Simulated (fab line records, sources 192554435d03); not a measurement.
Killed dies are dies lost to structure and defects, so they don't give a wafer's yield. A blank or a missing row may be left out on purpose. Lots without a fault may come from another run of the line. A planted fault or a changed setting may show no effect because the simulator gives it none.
A struck lot beside a sound one | flow n5_finfet | 21 steps out of a route of 1938
Sound: wafers L312.1, L312.4, L312.5. Struck: wafer L304.2. (L304.6 of the same lot was not struck and is left out.) The cause comes at the end.
At each step with rows: each side's tool, then ch and its chambers, then its first start. Under that, the readings that differ: sound wafers | struck wafers | difference of the means | sigmas: that difference in standard deviations of wafers without a fault.
alike: readings whose means differ by less than 2 such deviations, and words and numbers that are the same on both sides. not compared: withheld readings, readings that some wafer has no value for, bounds like >300 that may hide the same value, and numbers for which the record gives no deviation and whose values overlap.
The two part at a step that has a row with sigmas, a row that says differs or no value, or rows on one side only. Numbers that don't overlap but have no deviation are shown without sigmas and don't part them. A reading that every wafer of one side lacks parts them only if that side has two wafers or more.

N5_ZERO_LAYER_CD_MEAS_11: target cd 2000 nm.
  sound on cd_sem-01 ch 0, day 6 18:47; struck on cd_sem-02 ch 0, day 4 18:47
  alike: cd_nm
N5_ZERO_LAYER_DESCUM_16: chemistry O2, time 7.9 s.
  sound on rie_diel-02 ch 0,2, day 6 18:49; struck on rie_diel-02 ch 2, day 4 20:04
  reading             | sound             | struck | difference | sigmas
  o2_flow_sccm (sccm) | 225.9 224.7 224.9 | 223.7  | -1.5       | -2
  alike: drypump_motor_current_A, oes_product_au, rf_vpp_V, showerhead_plenum_p_Torr, throttle_valve_pct
  not compared: rf_hours_counter_h
N5_ZERO_LAYER_ETCH_17: etches SiO2 in CF4, target depth 12 nm, time 13.3 s.
  sound on rie_diel-02 ch 0,2, day 6 18:52; struck on rie_diel-02 ch 2, day 4 20:05
  alike: drypump_motor_current_A, mfc_ar_sccm, oes_product_au, rf_vpp_V, showerhead_plenum_p_Torr, throttle_valve_pct
  not compared: rf_hours_counter_h
N5_ZERO_LAYER_ETCH_18: etches Si in HBr/Cl2, target depth 120 nm, time 40 s.
  sound on rie_si-01 ch 1,2,3, day 6 18:56; struck on rie_si-04 ch 3, day 4 20:10
  alike: HBr_flow_sccm, drypump_motor_current_A, oes_product_au, throttle_valve_pct
  not compared: rf_hours_counter_h
N5_ZERO_LAYER_STRIP_24: strips in O2.
  sound on plasma_asher-01 ch 0,1, day 6 19:02; struck on plasma_asher-01 ch 1, day 4 20:16
  reading                      | sound             | struck | difference | sigmas
  strip_time_to_endpoint_s (s) | 43.96 43.94 43.89 | 44.13  | +0.20      | +2
  alike: drypump_motor_current_A, heater_power_w, o2_flow_sccm, oes_product_au
  not compared: rf_hours_counter_h
then, 1 step without rows for these wafers: N5_ZERO_LAYER_STRIP_19 (strips in SPM, time 900 s).
N5_ZERO_LAYER_INSPECT_20: inspects for defects (darkfield).
  sound on defect_inspect-02, day 6 19:24; struck on defect_inspect-01, day 4 20:38
  alike: raw_defect_count
then, 5 steps without rows for these wafers: N5_WELL_APT_HMDS_01 (time 60 s); N5_WELL_APT_COAT_02 (resist thk 950 nm); N5_WELL_APT_EBR_04; N5_WELL_APT_SOFTBAKE_03 (time 60 s); N5_WELL_APT_EXPOSE_05 (exposes mask NWELL, defocus 0 nm, target cd 200 nm).
N5_WELL_APT_PEB_06: peb time 90 s.
  sound on litho_track-05 ch 0, day 6 19:43; struck on litho_track-02 ch 0, day 4 20:49
  reading                  | sound             | struck | difference | sigmas
  heater_power_total_W (W) | 172.4 172.1 173.9 | 233.0  | +60.2      | +74
then, 2 steps without rows for these wafers: N5_WELL_APT_DEVELOP_07 (develop time 45 s); N5_WELL_APT_HARDBAKE_12 (time 120 s).
N5_WELL_APT_CD_MEAS_08: target cd 200 nm.
  sound on cd_sem-03 ch 0, day 6 19:50; struck on cd_sem-02 ch 0, day 4 20:56
  reading    | sound             | struck | difference | sigmas
  cd_nm (nm) | 198.0 200.0 199.3 | 177.0  | -22.1      | -18
N5_WELL_APT_OVL_MEAS_09:
  sound on overlay-02 ch 0, day 6 19:52; struck on overlay-01 ch 0, day 4 20:58
  alike: NWELL_OVL
N5_WELL_APT_INSPECT_10: inspects for defects (macro).
  sound on defect_inspect-02, day 6 19:53; struck on defect_inspect-01, day 4 20:59
  alike: raw_defect_count
N5_WELL_APT_DESCUM_13: chemistry O2, time 7.9 s.
  sound on rie_diel-03 ch 1,2, day 6 19:55; struck on rie_diel-01 ch 0, day 4 21:34
  reading                         | sound             | struck | difference | sigmas
  rf_vpp_V (V)                    | 245.7 245.3 244.8 | 241.1  | -4.2       | -3
  showerhead_plenum_p_Torr (Torr) | 2.23 2.16 2.23    | 2.02   | -0.19      | -2
  model.WELL_APT.cd_nm (nm)       | 197.9 200.3 199   | 176.9  | -22.2      |
  alike: drypump_motor_current_A, o2_flow_sccm, oes_product_au, throttle_valve_pct
  not compared: rf_hours_counter_h
then, 1 step without rows for these wafers: N5_WELL_APT_IMPLANT_14.
-- the record jumps here: 12 days lie between the struck wafers' starts before and after (it left off in module WELL_APT and takes up again in module PASSIVATION, whose first step shown is number 1936 of the route) --
N5_PASSIVATION_PROBE_49:
  sound on prober-01, day 18 14:58; struck on prober-02, day 16 22:09
  reading             | sound    | struck | difference | sigmas
  killed_at_front_end | 30 30 46 | 60     | +25        | +2
  alike: killed_at_M0_to_M3, killed_at_M4_up, killed_at_contacts, killed_at_other, killed_dies, killed_open, killed_short

WHERE THEY PART
First at N5_ZERO_LAYER_DESCUM_16; last, within this record, at N5_PASSIVATION_PROBE_49.

WHY: what the simulator had put in
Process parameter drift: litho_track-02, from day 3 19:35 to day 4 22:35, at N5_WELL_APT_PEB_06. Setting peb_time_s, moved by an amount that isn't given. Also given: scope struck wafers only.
